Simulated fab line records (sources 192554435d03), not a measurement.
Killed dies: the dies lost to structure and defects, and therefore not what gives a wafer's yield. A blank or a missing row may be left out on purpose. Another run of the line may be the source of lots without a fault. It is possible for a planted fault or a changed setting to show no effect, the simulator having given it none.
Which tool was responsible?    flow n5Finfet    31 wafers from 11 lots sampled at 5 of the route's 1938 steps

WHAT EACH GAUGE READ, for each wafer
N5_DUMMY_GATE_CD_MEAS_50 targets a cd of 14 nm. Usual: cdNm at 14.0 nm, with a standard deviation of 0.42.
lot   measured     on        cdNm (nm)       flag
L560  day 3 22:22  cdSem-03  14.8 13.9       
L561  day 4 05:59  cdSem-03  13.8 14.3 13.4  
L562  day 4 10:15  cdSem-03  14.3 13.5 14.8  
L563  day 4 17:11  cdSem-02  13.7 13.8 13.4  
L564  day 5 01:37  cdSem-03  14.0 14.4 14.4  
L569  day 6 06:37  cdSem-02  13.9 13.7 13.6  
L571  day 6 18:48  cdSem-02  14.3 13.6 14.3  
L573  day 7 03:41  cdSem-01  14.1 14.0       
L576  day 7 22:35  cdSem-01  13.8 14.3 13.5  
L577  day 8 04:46  cdSem-01  13.9 14.3 14.0  
L578  day 8 09:55  cdSem-02  14.9 13.4 14.8  

N5_SD_EPI_N_EPI_MEAS_23. Usual: thkNm at 59.3 nm, with a standard deviation of 1.2.
lot   measured     on            thkNm (nm)      flag
L560  day 4 04:11  filmMetro-01  61.0 61.3       
L561  day 4 12:16  filmMetro-02  57.2 59.0 59.0  
L562  day 4 16:18  filmMetro-02  57.1 57.3 57.3  
L563  day 4 23:20  filmMetro-01  60.5 59.2 60.0  
L564  day 5 08:10  filmMetro-01  57.7 59.3 57.9  
L569  day 6 12:42  filmMetro-01  61.0 60.3 59.1  
L571  day 7 00:51  filmMetro-01  58.6 57.9 58.5  
L573  day 7 09:34  filmMetro-01  58.7 60.5       
L576  day 8 04:34  filmMetro-01  52.4 53.9 53.4  OFF
L577  day 8 10:02  filmMetro-02  53.8 54.0 53.0  OFF
L578  day 8 15:29  filmMetro-02  53.1 54.5 53.5  OFF

WHICH TOOL RAN EACH LOT (tool, then ch and the chambers of the sampled wafers, then the start)
lot   N5_SD_EPI_N_ETCHBACK_44           N5_SD_EPI_N_SD_RECESS_17        N5_SD_EPI_N_EPI_21
L560  rieDiel-04 ch 0,2, day 4 01:11    rieSi-03 ch 0,2, day 4 01:27    epiRpcvd-03 ch 0, day 4 03:01
L561  rieDiel-04 ch 0,2,3, day 4 08:31  rieSi-04 ch 0,1,3, day 4 08:47  epiRpcvd-01 ch 0, day 4 09:59
L562  rieDiel-04 ch 0,2,3, day 4 13:20  rieSi-03 ch 1,2,3, day 4 13:36  epiRpcvd-03 ch 0, day 4 14:52
L563  rieDiel-03 ch 1,2,3, day 4 19:33  rieSi-04 ch 0,1,3, day 4 19:49  epiRpcvd-02 ch 0, day 4 21:04
L564  rieDiel-03 ch 0,2,3, day 5 05:10  rieSi-04 ch 0,1,3, day 5 05:26  epiRpcvd-02 ch 0, day 5 06:43
L569  rieDiel-04 ch 0,1,2, day 6 08:53  rieSi-04 ch 0,1,2, day 6 09:10  epiRpcvd-01 ch 0, day 6 10:26
L571  rieDiel-03 ch 0,1,3, day 6 21:08  rieSi-05 ch 0,1,2, day 6 21:25  epiRpcvd-01 ch 0, day 6 22:35
L573  rieDiel-01 ch 1,2, day 7 05:51    rieSi-03 ch 0,1, day 7 06:07    epiRpcvd-02 ch 0, day 7 07:40
L576  rieDiel-01 ch 0,2,3, day 8 00:57  rieSi-03 ch 0,1,3, day 8 01:13  epiRpcvd-02 ch 0, day 8 02:16
L577  rieDiel-01 ch 0,3, day 8 07:04    rieSi-03 ch 0,1, day 8 07:20    epiRpcvd-02 ch 0, day 8 08:19
L578  rieDiel-04 ch 2,3, day 8 12:31    rieSi-04 ch 0,1,3, day 8 12:47  epiRpcvd-02 ch 0, day 8 13:46
- N5_SD_EPI_N_ETCHBACK_44: etches SiNx in CH3F/O2, stops on SiO2, target depth 14.5 nm.
- N5_SD_EPI_N_SD_RECESS_17: chemistry HBr/Cl2/O2, target depth 41 nm, time 23.7 s, bt time 3 s.
- N5_SD_EPI_N_EPI_21: deposits Si:P, time 690 s.

AS READ BY THE TOOLS THEMSELVES (means over the sampled wafers that have a number; for cases with no such wafer, the mark the record gives instead)
N5_SD_EPI_N_ETCHBACK_44. Usual: drypumpMotorCurrentA 5.5 A, standard deviation 0.38; oesProductAu 0.68 a.u., standard deviation 0.076; rfFwdPowerW 393.4 W, standard deviation 1.3; rfVppV 296 V, standard deviation 5.4; showerheadPlenumPTorr 2.00 Torr, standard deviation 0.075; throttleValvePct 16.35 %, standard deviation 0.26.
lot   tool        drypumpMotorCurrentA (A)  oesProductAu (a.u.)  rfFwdPowerW (W)  rfVppV (V)  showerheadPlenumPTorr (Torr)  throttleValvePct (%)  flag
L560  rieDiel-04  5.2                       0.67                 393.4            297         2.01                          16.34                 
L561  rieDiel-04  5.5                       0.64                 393.5            293         1.97                          16.46                 
L562  rieDiel-04  5.5                       0.64                 393.3            292         1.97                          16.46                 
L563  rieDiel-03  5.4                       0.73                 393.4            294         2.06                          16.14                 
L564  rieDiel-03  5.5                       0.68                 393.2            296         1.99                          16.28                 
L569  rieDiel-04  5.7                       0.69                 394.4            297         1.99                          16.43                 
L571  rieDiel-03  5.4                       0.71                 392.9            299         2.06                          16.15                 
L573  rieDiel-01  5.6                       0.59                 391.7            292         1.97                          16.52                 
L576  rieDiel-01  5.5                       0.71                 393.5            294         1.97                          16.28                 
L577  rieDiel-01  5.3                       0.77                 394.3            299         1.99                          16.18                 
L578  rieDiel-04  5.5                       0.73                 393.9            294         2.06                          16.13                 

N5_SD_EPI_N_SD_RECESS_17. Usual: drypumpMotorCurrentA 5.7 A, standard deviation 0.52; oesProductAu 1.007 a.u., standard deviation 0.0097; rfFwdPowerW 795 W, standard deviation 3.3; throttleValvePct 37.1 %, standard deviation 0.37.
lot   tool      drypumpMotorCurrentA (A)  oesProductAu (a.u.)  rfFwdPowerW (W)  throttleValvePct (%)  flag
L560  rieSi-03  5.7                       1.008                796              37.1                  
L561  rieSi-04  6.0                       1.016                797              37.1                  
L562  rieSi-03  5.3                       1.005                795              37.2                  
L563  rieSi-04  6.0                       1.013                793              37.1                  
L564  rieSi-04  6.0                       1.018                794              37.1                  
L569  rieSi-04  5.8                       1.012                793              37.2                  
L571  rieSi-05  5.8                       0.995                795              36.9                  
L573  rieSi-03  5.7                       1.014                796              37.0                  
L576  rieSi-03  5.7                       1.005                796              37.3                  
L577  rieSi-03  5.4                       1.010                797              36.9                  
L578  rieSi-04  6.0                       1.017                796              37.1                  

N5_SD_EPI_N_EPI_21. Usual: susceptorTempC at 680.03 C, with a standard deviation of 0.28.
lot   tool         susceptorTempC (C)  flag
L560  epiRpcvd-03  679.55              
L561  epiRpcvd-01  680.08              
L562  epiRpcvd-03  679.98              
L563  epiRpcvd-02  680.14              
L564  epiRpcvd-02  680.47              
L569  epiRpcvd-01  680.04              
L571  epiRpcvd-01  679.68              
L573  epiRpcvd-02  680.02              
L576  epiRpcvd-02  679.95              
L577  epiRpcvd-02  680.22              
L578  epiRpcvd-02  679.96              

THE ANSWER, worked out from the rows above alone
Rule: a lot counts as off when the mean over its wafers that have a number is more than 3 standard deviations away from the usual mean. Also off: a lot with no number at a reading for which 4 or more lots have one. Where the step has rows for the other lots, those lots are counted as sound. The gauges are gone through in route order, then the tools' own readings, and for those a lot's mean is taken as printed above. The first step at which some lot is off is used, and at that step the reading that is off furthest; a lot without a number counts as furthest.
Off: L576, L577, L578 (N5_SD_EPI_N_EPI_MEAS_23, thkNm).
If a tool, at a process step before that reading, ran all the lots that are off and no sound lot after the first of them, it fits. Those tools and the gauges at N5_SD_EPI_N_EPI_MEAS_23 are tried in the same way. One fits: epiRpcvd-02 at N5_SD_EPI_N_EPI_21. A fault onset in the window from L573 (day 7 07:40, its last sound lot) to L576 (day 8 02:16, its first lot off) fits.

WHAT HAD BEEN PUT IN BY THE SIMULATOR
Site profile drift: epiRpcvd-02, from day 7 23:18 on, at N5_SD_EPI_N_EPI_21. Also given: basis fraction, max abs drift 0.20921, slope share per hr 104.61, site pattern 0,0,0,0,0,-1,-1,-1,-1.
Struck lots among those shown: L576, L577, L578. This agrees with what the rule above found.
